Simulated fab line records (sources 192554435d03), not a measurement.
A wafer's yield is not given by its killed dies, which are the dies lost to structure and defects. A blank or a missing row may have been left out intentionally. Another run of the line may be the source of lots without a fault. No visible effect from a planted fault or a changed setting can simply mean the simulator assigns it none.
fab line records ; flow n5-finfet
[record] lots = 6; wafers = 18; last-day = 17
route steps=1938 shown BEOL_M10@1518 PASSIVATION@1936
lots with no fault: from the same line, run without faults
start-h: the number of hours between the record's first day and the start of the first shown wafer of the lot ; wait-h: hours elapsed since this lot's preceding step ; " repeats the value in the row above ; L1.1+2: a row that stands for several wafers ; - no value present, or no start provided ; * or withheld: withheld ; < > ~ a bound
route shown NAME@n: a module of which the file shows steps, and the number in the route of the first ; usual: average and standard deviation across the fault-free wafers ; same: alike in all rows ; chamber/n: place in a boat ; sites: each site's reading ; _std_site: the values' standard deviation ; _edge_site: outer sites' mean less inner sites' ; radius-mm: for every site, how far away it sits from the centre of the wafer ; mask NAME#n: copy n ; behind: the tool/chamber that last shaped the wafer ; hold: why the lot was held/for how many hours/how that ended ; device: whichever transistor did not switch (one of n, p or np) ; end of line: at the end of the route, the tests of the same wafers ; a step with no rows: only its recipe ; killed: at the first sort, the dies lost to defects and structure; wafer yield is something else ; map: a wafer's dies, x killed, . not, _ none there
set.NAME: the setting the step ran with; set.NAME@STEP: the setting that earlier step ran with ; model.NAME: the simulator's own value behind a step, which no gauge read
a table for each step, a row for each wafer; lots at some steps of the route
services: a tool's chamber out of use, with start hour (start-h, from the record's first day; less than 0 if before it), hours out, and reason
[[steps]]
[step N5_BEOL_M10_PRECLEAN_42]
[recipe] chemistry = residue-remover; time-s = 60; temp-c = 40
[step N5_BEOL_M10_SRD_43]
[recipe] time-s = 30; temp-c = 23; rinse-liquid = diw; dry = ipa-marangoni
[step N5_BEOL_M10_CD_MEAS_35]
[recipe] target-cd-nm = 70; polarity = opening
[usual] cd-nm = 70.0/0.48
lot.wafer;tool;chamber;start-h;wait-h;cd-nm
L986.1;cd-sem-02;-;247.86;0.0;70.0
L986.2;cd-sem-02;-;247.86;0.0;70.1
L986.3;cd-sem-02;-;247.86;0.0;69.9
L992.1;cd-sem-03;-;280.30;0.0;70.2
L992.4;cd-sem-03;-;280.30;0.0;70.6
L992.5;cd-sem-03;-;280.30;0.0;70.3
L995.1;cd-sem-03;-;314.44;0.0;69.6
L995.2;cd-sem-03;-;314.44;0.0;69.8
L995.3;cd-sem-03;-;314.44;0.0;69.4
L102.2;cd-sem-03;-;333.26;0.0;70.6
L102.4;cd-sem-03;-;333.26;0.0;70.4
L102.5;cd-sem-03;-;333.26;0.0;70.2
L100.2;cd-sem-02;-;338.64;0.0;69.7
L100.4;cd-sem-02;-;338.64;0.0;69.8
L100.5;cd-sem-02;-;338.64;0.0;69.4
L103.4;cd-sem-03;-;360.51;0.0;70.1
L103.5;cd-sem-03;-;360.51;0.0;69.7
L103.6;cd-sem-03;-;360.51;0.0;70.0
[step N5_BEOL_M10_CURE_72]
[recipe] temp-c = 370; time-s = 120; ambient = DMADMS/He; material = SiCOH_lowk
[usual] lamp-power-pct = 52.32/0.052; wafer_temp_C_max = 371.6/0.55
lot.wafer;tool;chamber;start-h;wait-h;lamp-power-pct;wafer_temp_C_max
L986.1;uv-cure-01;2;248.13;0.3;52.37;371.4
L986.2;uv-cure-01;2;248.13;0.3;52.27;371.0
L986.3;uv-cure-01;2;248.13;0.3;52.36;371.5
L992.1;uv-cure-03;1;280.41;0.1;52.23;372.3
L992.4;uv-cure-03;1;280.41;0.1;52.26;372.0
L992.5;uv-cure-03;1;280.41;0.1;52.28;371.9
L995.1;uv-cure-03;2;314.48;0.0;52.33;371.1
L995.2;uv-cure-03;2;314.48;0.0;52.32;371.1
L995.3;uv-cure-03;2;314.48;0.0;52.30;370.9
L102.2;uv-cure-01;0;333.52;0.3;52.37;371.4
L102.4;uv-cure-01;0;333.52;0.3;52.31;371.2
L102.5;uv-cure-01;0;333.52;0.3;52.37;371.4
L100.2;uv-cure-01;1;338.73;0.1;52.29;372.7
L100.4;uv-cure-01;1;338.73;0.1;52.36;372.6
L100.5;uv-cure-01;1;338.73;0.1;52.39;372.9
L103.4;uv-cure-03;0;360.69;0.2;52.36;371.0
L103.5;uv-cure-03;0;360.69;0.2;52.37;371.6
L103.6;uv-cure-03;0;360.69;0.2;52.33;371.3
[step N5_BEOL_M10_DEGAS_44]
[recipe] ambient = vacuum; temp-c = 250; time-s = 60
[step N5_BEOL_M10_PRE_CLEAN_45]
[recipe] gas = H2/He; time-s = 30; temp-c = 250
[usual] heater-power-w = 322/36
lot.wafer;tool;chamber;start-h;wait-h;heater-power-w
L986.1;pvd-sputter-01;-;248.69;0.0;250
L986.2;pvd-sputter-01;-;248.69;0.0;333
L986.3;pvd-sputter-01;-;248.69;0.0;336
L992.1;pvd-sputter-02;-;281.27;0.0;248
L992.4;pvd-sputter-02;-;281.27;0.0;337
L992.5;pvd-sputter-02;-;281.27;0.0;237
L995.1;pvd-sputter-02;-;314.92;0.0;333
L995.2;pvd-sputter-02;-;314.92;0.0;339
L995.3;pvd-sputter-02;-;314.92;0.0;346
L102.2;pvd-sputter-01;-;334.18;0.0;332
L102.4;pvd-sputter-01;-;334.18;0.0;335
L102.5;pvd-sputter-01;-;334.18;0.0;344
L100.2;pvd-sputter-01;-;339.56;0.0;248
L100.4;pvd-sputter-01;-;339.56;0.0;330
L100.5;pvd-sputter-01;-;339.56;0.0;341
L103.4;pvd-sputter-01;-;362.91;0.0;343
L103.5;pvd-sputter-01;-;362.91;0.0;341
L103.6;pvd-sputter-01;-;362.91;0.0;329
[step N5_BEOL_M10_ALD_74]
[recipe] material = TaN; target-thk-a = 20; temp-c = 275; ald-precursor-family = PDMAT; ald-co-reactant = NH3; pressure-torr = 3; carrier-flow-sccm = 1500; pulse-time-s = 2; purge-time-s = 3; co-reactant-purge-time-s = 2; co-reactant-pulse-time-s = 3; ald-cycles = 40; precursor-vessel-temp-c = 75; precursor-vessel-pressure-torr = 26.25; precursor-vessel-carrier-sccm = 1000
[usual] heater-power-w = 445/41; mfc-carrier-sccm = 1499/4.3; precursor-vessel-pressure-torr = 26.25/0.048
[same] ald-cycles = 40; pulse-time-s = 2
lot.wafer;tool;chamber;start-h;wait-h;heater-power-w;mfc-carrier-sccm;precursor-vessel-pressure-torr
L986.1;ald-metal-03;2;248.79;0.1;440;1503;26.28
L986.2;ald-metal-03;1;248.79;0.1;467;1503;26.21
L986.3;ald-metal-03;0;248.79;0.1;465;1494;26.21
L992.1;ald-metal-01;1;281.41;0.1;515;1500;26.36
L992.4;ald-metal-01;3;281.41;0.1;365;1497;26.25
L992.5;ald-metal-01;3;281.41;0.1;376;1500;26.31
L995.1;ald-metal-02;1;315.21;0.3;390;1503;26.25
L995.2;ald-metal-02;0;315.21;0.3;402;1492;26.24
L995.3;ald-metal-02;2;315.21;0.3;431;1498;26.29
L102.2;ald-metal-02;0;334.47;0.3;401;1500;26.30
L102.4;ald-metal-02;1;334.47;0.3;385;1505;26.21
L102.5;ald-metal-02;1;334.47;0.3;392;1503;26.34
L100.2;ald-metal-01;3;339.70;0.1;365;1498;26.25
L100.4;ald-metal-01;2;339.70;0.1;413;1503;26.18
L100.5;ald-metal-01;1;339.70;0.1;516;1500;26.33
L103.4;ald-metal-02;1;363.10;0.2;392;1512;26.25
L103.5;ald-metal-02;0;363.10;0.2;405;1492;26.19
L103.6;ald-metal-02;3;363.10;0.2;469;1496;26.17
[step N5_BEOL_M10_SURFACE_TREAT_76]
[recipe] gas = Ar; time-s = *; ion-energy-ev = *; ion-current-ma-cm2 = 0.5; pressure-mtorr = *; ar-flow-sccm = 30
[usual] throttle-valve-pct = *
lot.wafer;tool;chamber;start-h;wait-h;throttle-valve-pct
L986.1;pvd-sputter-03;-;249.10;0.2;*
L986.2;pvd-sputter-03;-;249.10;0.2;*
L986.3;pvd-sputter-03;-;249.10;0.2;*
L992.1;pvd-sputter-01;-;281.95;0.4;*
L992.4;pvd-sputter-01;-;281.95;0.4;*
L992.5;pvd-sputter-01;-;281.95;0.4;*
L995.1;pvd-sputter-03;-;316.10;0.8;*
L995.2;pvd-sputter-03;-;316.10;0.8;*
L995.3;pvd-sputter-03;-;316.10;0.8;*
L102.2;pvd-sputter-02;-;335.93;1.3;*
L102.4;pvd-sputter-02;-;335.93;1.3;*
L102.5;pvd-sputter-02;-;335.93;1.3;*
L100.2;pvd-sputter-03;-;340.32;0.5;*
L100.4;pvd-sputter-03;-;340.32;0.5;*
L100.5;pvd-sputter-03;-;340.32;0.5;*
L103.4;pvd-sputter-03;-;363.29;0.1;*
L103.5;pvd-sputter-03;-;363.29;0.1;*
L103.6;pvd-sputter-03;-;363.29;0.1;*
[step N5_BEOL_M10_CVD_75]
[recipe] material = Co; target-thk-a = 20; temp-c = withheld; precursor = CCTBA/H2; pressure-torr = 30; time-s = 138.9
[step N5_BEOL_M10_SPUTTER_48]
[recipe] material = Cu; target-thk-a = 120; temp-c = -20; bias-v = 60; power-w = 26000; chamber-pressure-pa = 0.13; time-s = 2
[step N5_BEOL_M10_ECD_50]
[recipe] material = Cu; target-thk-a = 3180
[step N5_BEOL_M10_ANNEAL_51]
[recipe] temp-c = 225; time-s = 90; ambient = N2
[usual] wafer_temp_C_max = 226.5/0.42
lot.wafer;tool;chamber;start-h;wait-h;wafer_temp_C_max
L986.1;rtp-anneal-01;0;250.18;0.5;225.8
L986.2;rtp-anneal-01;0;250.18;0.5;226.2
L986.3;rtp-anneal-01;0;250.18;0.5;225.6
L992.1;rtp-anneal-02;0;283.14;0.6;226.4
L992.4;rtp-anneal-02;0;283.14;0.6;226.8
L992.5;rtp-anneal-02;0;283.14;0.6;226.7
L995.1;rtp-anneal-01;0;316.77;0.1;225.8
L995.2;rtp-anneal-01;0;316.77;0.1;225.8
L995.3;rtp-anneal-01;0;316.77;0.1;226.5
L102.2;rtp-anneal-01;0;336.45;0.1;226.2
L102.4;rtp-anneal-01;0;336.45;0.1;226.2
L102.5;rtp-anneal-01;0;336.45;0.1;226.5
L100.2;rtp-anneal-01;0;340.81;0.1;226.0
L100.4;rtp-anneal-01;0;340.81;0.1;226.2
L100.5;rtp-anneal-01;0;340.81;0.1;226.5
L103.4;rtp-anneal-02;0;363.92;0.3;227.6
L103.5;rtp-anneal-02;0;363.92;0.3;226.5
L103.6;rtp-anneal-02;0;363.92;0.3;226.9
[step N5_BEOL_M10_CMP_52]
[recipe] stop-on = SiCOH_lowk; t-overpolish-s = 7; down-force-psi = 1; platen-rpm = 50; clearing-platen-down-force-psi = 1.5; clearing-platen-rpm = 50; post-cmp-clean = cu-alkaline; target-thk-nm = 140; clearing-platen-pad-velocity-m-s = 0.99484; pad-velocity-m-s = 0.99484
[usual] barrier-field-endpoint-s = 29.2/0.76; motor-current-A = 6.0/0.54; overpolish-run-s = 7.000/0.0097; platen-rpm = 50.00/0.034; retaining-ring-pressure-frac = 1.001/0.0041; time-to-endpoint-s = 66/3.4
lot.wafer;tool;chamber;start-h;wait-h;barrier-field-endpoint-s;motor-current-A;overpolish-run-s;platen-rpm;retaining-ring-pressure-frac;time-to-endpoint-s
L986.2;cmp-03;2;250.47;0.2;28.9;5.6;6.997;50.01;0.999;67
L986.1;cmp-03;3;250.47;0.2;29.8;7.3;6.995;49.96;1.002;69
L986.3;cmp-03;0;250.47;0.2;30.2;5.7;6.996;50.05;0.999;74
L992.4;cmp-04;0;283.43;0.1;28.8;6.4;6.995;50.00;0.997;64
L992.1;cmp-04;2;283.43;0.1;30.0;5.8;7.000;49.93;1.002;68
L992.5;cmp-04;0;283.43;0.1;29.0;6.5;7.007;49.98;0.998;63
L995.2;cmp-02;0;317.06;0.2;29.4;5.1;7.000;50.01;1.002;69
L995.1;cmp-02;1;317.06;0.2;28.2;6.4;7.002;49.96;0.997;67
L995.3;cmp-02;2;317.06;0.2;28.9;6.0;7.013;50.02;1.005;65
L102.2;cmp-04;0;336.71;0.2;29.3;6.3;7.016;50.05;1.002;62
L102.4;cmp-04;1;336.71;0.2;27.8;5.9;7.002;52.00;1.001;62
L102.5;cmp-04;1;336.71;0.2;27.8;6.1;6.992;52.00;1.003;61
L100.2;cmp-04;0;341.07;0.2;28.7;6.3;7.000;50.04;0.997;64
L100.4;cmp-04;3;341.07;0.2;29.4;5.7;6.993;49.97;1.000;67
L100.5;cmp-04;1;341.07;0.2;27.9;6.4;7.018;52.00;0.998;62
L103.4;cmp-03;2;364.19;0.2;29.0;5.9;7.012;49.99;0.999;64
L103.6;cmp-03;3;364.19;0.2;29.4;7.0;6.995;50.02;1.001;66
L103.5;cmp-03;0;364.19;0.2;29.2;5.6;7.001;50.00;1.004;67
[step N5_PASSIVATION_PROBE_49]
[usual] defect-limited-yield = 91.2/1.4; killed_at_M0_to_M3 = 34/10; killed_at_M4_up = 13/5.1; killed-at-contacts = 12/6.5; killed-at-front-end = 41/11; killed-at-other = 4/3.3; killed-dies = 104/16; killed-open = 69/13; killed-short = 33/7; sort_bin_5_function = 5.1/0.91; sort_bin_6_memory = 3.3/0.69; sort-n-pass = 1076/16; sort-yield-pct = 91.2/1.4
[same] gross-dies = 1180; killed-at-back-side = 0; sort_bin_4_leakage[%] = 0; sort_bin_8_speed[%] = 0
lot.wafer;tool;chamber;start-h;wait-h;defect-limited-yield[%];killed_at_M0_to_M3;killed_at_M4_up;killed-at-contacts;killed-at-front-end;killed-at-other;killed-dies;killed-open;killed-short;sort_bin_5_function[%];sort_bin_6_memory[%];sort-n-pass;sort-yield-pct[%]
L992.1;prober-01;-;328.27;0.0;94.6;32;7;4;18;3;64;37;25;3.7;1.4;1116;94.6
L992.4;prober-01;-;328.42;0.2;91.9;49;4;12;29;2;96;62;31;5.3;2.7;1084;91.9
L992.5;prober-01;-;328.47;0.2;91.9;49;12;12;22;1;96;63;32;4.9;3.1;1084;91.9
L995.1;prober-01;-;357.96;0.0;94.0;27;8;4;27;5;71;37;33;3.6;2.4;1109;94.0
L995.2;prober-01;-;358.01;0.1;91.4;41;12;9;33;6;101;62;36;5.0;3.1;1079;91.4
L995.3;prober-01;-;358.06;0.1;90.1;42;14;8;51;2;117;72;36;5.4;3.6;1063;90.1
L100.2;prober-02;-;388.26;0.1;90.4;38;13;17;41;4;113;78;35;6.4;2.7;1067;90.4
L100.4;prober-02;-;388.36;0.2;89.6;26;12;9;68;8;123;93;30;6.3;3.6;1057;89.6
L100.5;prober-02;-;388.41;0.2;89.7;29;12;21;51;9;122;79;43;6.4;3.4;1058;89.7
// killed by level:class
L992.1 BEOL_M0_SAQP:geometric-particle:open=7 BEOL_M2:geometric-particle:open=6 BEOL_M0_SAQP:geometric-particle:short=5 BEOL_M0:geometric-particle:short=4 MOL_CONTACT_COAG:geometric-particle:open=4 BEOL_M0:geometric-particle:open=4 ILD0:geometric-particle:short=3 BEOL_M2:geometric-particle:short=3
L992.4 MOL_CONTACT_COAG:geometric-particle:open=11 BEOL_M0_SAQP:geometric-particle:open=11 BEOL_M0_SAQP:geometric-particle:short=10 BEOL_M2:geometric-particle:open=10 GATE_CUT:geometric-particle:short=7 BEOL_M1:geometric-particle:open=6 FIN_SAQP:geometric-particle:open=5 STI_FIN_REVEAL:geometric-particle:open=4
L992.5 BEOL_M0_SAQP:geometric-particle:open=14 BEOL_M0_SAQP:geometric-particle:short=13 MOL_CONTACT_COAG:geometric-particle:open=9 BEOL_M2:geometric-particle:open=9 BEOL_M4:geometric-particle:open=7 FIN_SAQP:geometric-particle:open=4 BEOL_M0:geometric-particle:short=4 STI_FIN_REVEAL:geometric-particle:open=3
L995.1 BEOL_M2:geometric-particle:open=8 BEOL_M3:geometric-particle:open=8 FIN_SAQP:geometric-particle:short=5 STARTING-WAFER:geometric-particle:short=5 BEOL_M4:geometric-particle:open=4 FIN_SAQP:geometric-particle:open=3 STI_FIN_REVEAL:geometric-particle:open=3 GATE_CUT:geometric-particle:short=3
L995.2 BEOL_M0_SAQP:geometric-particle:short=15 BEOL_M0_SAQP:geometric-particle:open=12 FIN_SAQP:geometric-particle:open=9 MOL_CONTACT_COAG:geometric-particle:open=8 BEOL_M1:geometric-particle:open=5 BEOL_M3:geometric-particle:open=5 STI_FIN_REVEAL:geometric-particle:open=4 DUMMY_GATE:geometric-particle:open=4
L995.3 BEOL_M0_SAQP:geometric-particle:open=11 BEOL_M1:geometric-particle:open=10 DUMMY_GATE:geometric-particle:open=8 FIN_SAQP:geometric-particle:open=7 MOL_CONTACT_COAG:geometric-particle:open=7 HKMG_FIN:area-etch=7 BEOL_M3:geometric-particle:open=6 STI_FIN_REVEAL:geometric-particle:open=5
L100.2 MOL_CONTACT_COAG:geometric-particle:open=12 BEOL_M0_SAQP:geometric-particle:open=11 BEOL_M0_SAQP:geometric-particle:short=10 STI_FIN_REVEAL:geometric-particle:open=9 FIN_SAQP:geometric-particle:open=8 GATE_CUT:geometric-particle:short=8 BEOL_M4:geometric-particle:open=6 DUMMY_GATE:geometric-particle:open=5
L100.4 STI_FIN_REVEAL:geometric-particle:open=31 FIN_SAQP:geometric-particle:open=11 BEOL_M0_SAQP:geometric-particle:open=10 STI_FIN_REVEAL:geometric-particle:short=8 MOL_CONTACT_COAG:geometric-particle:open=8 BEOL_M4:geometric-particle:open=6 DUMMY_GATE:geometric-particle:open=5 BEOL_M0_SAQP:geometric-particle:short=5
L100.5 MOL_CONTACT_COAG:geometric-particle:open=18 GATE_CUT:geometric-particle:short=11 STI_FIN_REVEAL:geometric-particle:open=8 BEOL_M1:geometric-particle:open=7 BEOL_M2:geometric-particle:open=7 FIN_SAQP:geometric-particle:open=6 BEOL_M4:geometric-particle:open=5 DUMMY_GATE:geometric-particle:open=5
[[services]]
tool;chamber;start-h;hours;kind
cmp-03;-;242.73;1.8;repair
uv-cure-03;-;262.03;1.3;repair
ald-metal-01;-;276.29;2.8;pm
ald-metal-01;-;280.01;1.3;repair
cmp-04;-;292.86;3.3;pm
cmp-04;-;300.09;4.0;pm
cmp-03;-;302.53;1.6;repair
cmp-04;-;304.09;-;consumable-replace:conditioner
cmp-04;-;304.09;-;consumable-replace:pad
cmp-03;-;312.25;4.0;pm
cmp-03;-;316.25;-;consumable-replace:conditioner
cmp-03;-;316.25;-;consumable-replace:pad
ald-metal-02;0;317.79;5.4;repair
cmp-02;-;324.23;1.2;repair
uv-cure-03;-;324.96;13.2;repair
ald-metal-01;3;328.20;3.6;repair
cmp-02;-;336.64;1.7;repair
ald-metal-02;2;336.86;29.4;repair
cmp-02;-;342.84;0.9;repair
ald-metal-01;1;345.80;24.0;repair
uv-cure-03;-;346.23;7.5;pm
cmp-03;-;349.42;0.8;repair
cmp-02;-;358.03;2.9;pm
ald-metal-03;-;363.12;2.8;pm
[[key]]
[first-sign] step = N5_BEOL_M10_CMP_52; reading = platen-rpm; direction = up; sigmas = 59; usual = 50.00; struck = 52.00
effect none on later readings
met-at N5_BEOL_M10_CMP_52
struck-wafers L100.5,L102.4,L102.5
[fault] kind = process-parameter-drift; tool = cmp-04; chamber = 1; onset-h = 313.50; steps = N5_BEOL_M10_CMP_52; channel = platen-rpm; offset = 2; shape = step; end-h = 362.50; acts-in = these-recipes-only; stated = 50
